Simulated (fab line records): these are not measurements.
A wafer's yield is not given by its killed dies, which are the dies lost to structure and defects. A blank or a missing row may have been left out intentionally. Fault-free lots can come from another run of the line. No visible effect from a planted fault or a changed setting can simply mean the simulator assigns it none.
Which of the tools did it?	flow nand harc	Sampling: 12 lots, 36 wafers, 6 of 1302 route steps

## WHAT EACH GAUGE READ, for each wafer
NHARC_A_CONTACT_CD_MEAS_15.
lot	measured	on	cd nm (nm)
L076	day 22 19:01	cd sem-02	191.2 190.6 190.9
L077	day 23 13:13	cd sem-03	191.5 191.0 190.4
L080	day 24 19:44	cd sem-01	190.6 191.7 190.5
L083	day 25 23:38	cd sem-03	190.3 191.0 190.7
L082	day 27 00:27	cd sem-02	189.5 189.7 189.8
L084	day 27 04:22	cd sem-01	190.0 189.4 190.0
L086	day 27 23:38	cd sem-02	188.9 189.3 189.3
L089	day 29 10:28	cd sem-01	188.8 189.0 189.0
L091	day 30 02:38	cd sem-02	189.8 189.7 189.1
L093	day 30 09:12	cd sem-02	189.6 189.5 189.3
L094	day 31 02:05	cd sem-01	188.8 189.7 189.5
L097	day 31 23:05	cd sem-03	190.2 190.0 189.3

## TOOL THAT RAN EACH LOT (tool first, then ch and the chambers of the sampled wafers, then the start)
lot	NHARC_A_CONTACT_ETCH_125	NHARC_A_CONTACT_ETCH_129	NHARC_A_CONTACT_ETCH_132	NHARC_A_CONTACT_ETCH_89	NHARC_A_CONTACT_ETCH_134
L076	har cap etch-02 ch 0, day 22 08:40	har cap etch-02 ch 0, day 22 09:22	har cap etch-02 ch 0, day 22 09:54	rie diel-13 ch 1,3, day 22 15:49 or earlier	har cap etch-03 ch 0, day 22 15:49
L077	har cap etch-03 ch 0,1, day 23 03:53	har cap etch-03 ch 0,1, day 23 04:36	har cap etch-03 ch 0,1, day 23 05:08	rie diel-08 ch 0,2,3, day 23 11:10 or earlier	har cap etch-02 ch 0,1, day 23 11:10
L080	har cap etch-03 ch 0,1, day 24 10:34	har cap etch-03 ch 0,1, day 24 11:16	har cap etch-03 ch 0,1, day 24 11:49	rie diel-13 ch 0,1,3, day 24 17:46 or earlier	har cap etch-02 ch 0,1, day 24 17:46
L083	har cap etch-02 ch 1, day 25 13:59	har cap etch-02 ch 1, day 25 14:41	har cap etch-02 ch 1, day 25 15:13	rie diel-11 ch 0,2,3, day 25 21:37 or earlier	har cap etch-02 ch 0,1, day 25 21:37
L082	har cap etch-03 ch 0,1, day 26 08:41	har cap etch-03 ch 0,1, day 26 09:38	har cap etch-03 ch 0,1, day 26 10:20	rie diel-13 ch 0,2,3, day 26 22:23 or earlier	har cap etch-01 ch 0,1, day 26 22:23
L084	har cap etch-03 ch 0,1, day 26 16:52	har cap etch-03 ch 0,1, day 26 17:35	har cap etch-03 ch 0,1, day 26 18:07	rie diel-08 ch 1,2, day 27 02:18 or earlier	har cap etch-01 ch 0,1, day 27 02:18
L086	har cap etch-01 ch 0,1, day 27 13:38	har cap etch-01 ch 0,1, day 27 14:21	har cap etch-01 ch 0,1, day 27 14:52	rie diel-13 ch 0,1,3, day 27 21:34 or earlier	har cap etch-02 ch 0,1, day 27 21:34
L089	har cap etch-03 ch 0,1, day 28 19:59	har cap etch-03 ch 0,1, day 28 20:41	har cap etch-03 ch 0,1, day 28 21:13	rie diel-13 ch 0,1,2, day 29 08:26 or earlier	har cap etch-02 ch 0, day 29 08:26
L091	har cap etch-02 ch 0,1, day 29 16:31	har cap etch-02 ch 0,1, day 29 17:14	har cap etch-02 ch 0,1, day 29 17:46	rie diel-11 ch 0,1,2, day 30 00:40 or earlier	har cap etch-02 ch 0,1, day 30 00:40
L093	har cap etch-01 ch 0,1, day 30 00:09	har cap etch-01 ch 0,1, day 30 00:51	har cap etch-01 ch 0,1, day 30 01:23	rie diel-11 ch 2,3, day 30 07:14 or earlier	har cap etch-03 ch 0,1, day 30 07:14
L094	har cap etch-01 ch 0,1, day 30 16:53	har cap etch-01 ch 0,1, day 30 17:35	har cap etch-01 ch 0,1, day 30 18:07	rie diel-11 ch 1,2,3, day 31 00:02 or earlier	har cap etch-01 ch 0,1, day 31 00:02
L097	har cap etch-01 ch 0,1, day 31 12:58	har cap etch-01 ch 0,1, day 31 13:41	har cap etch-01 ch 0,1, day 31 14:13	rie diel-13 ch 1,2,3, day 31 21:01 or earlier	har cap etch-03 ch 0,1, day 31 21:01
- NHARC_A_CONTACT_ETCH_125: etches the open film in C4F8/O2/Ar, time 197 s, target depth 1918 nm.
- NHARC_A_CONTACT_ETCH_129: etches the open film in C4F8/O2/Ar, time 197 s, target depth 1918 nm.
- NHARC_A_CONTACT_ETCH_132: etches the open film in C4F8/O2/Ar, time 197 s, target depth 1924 nm.
- NHARC_A_CONTACT_ETCH_89: etches the open film in N2/H2, target depth 260 nm, time 475.3 s.
- NHARC_A_CONTACT_ETCH_134: etches the open film in C4F8/O2/Ar, time 140 s, target depth 700 nm.

## THE ANSWER, worked out from the rows above alone
Rule: the lots themselves supply what counts as usual. The widest of any qualifying gaps counts: lots, ordered by their means at a reading, are off when they make up no more than a third of the lots, leave a main group of 4 or more, and stand apart from it by 3 or more times the standard deviation of that group's means. If all means in a main group match to the digits the tables above print for the reading, that group is not used. Also off: a lot with no number at a reading for which 4 or more lots have one. Any other lot the step has rows for is counted as sound.
Nothing can be told from this: no lot is off at any reading shown.

## WHAT THE SIMULATOR HAD PUT IN
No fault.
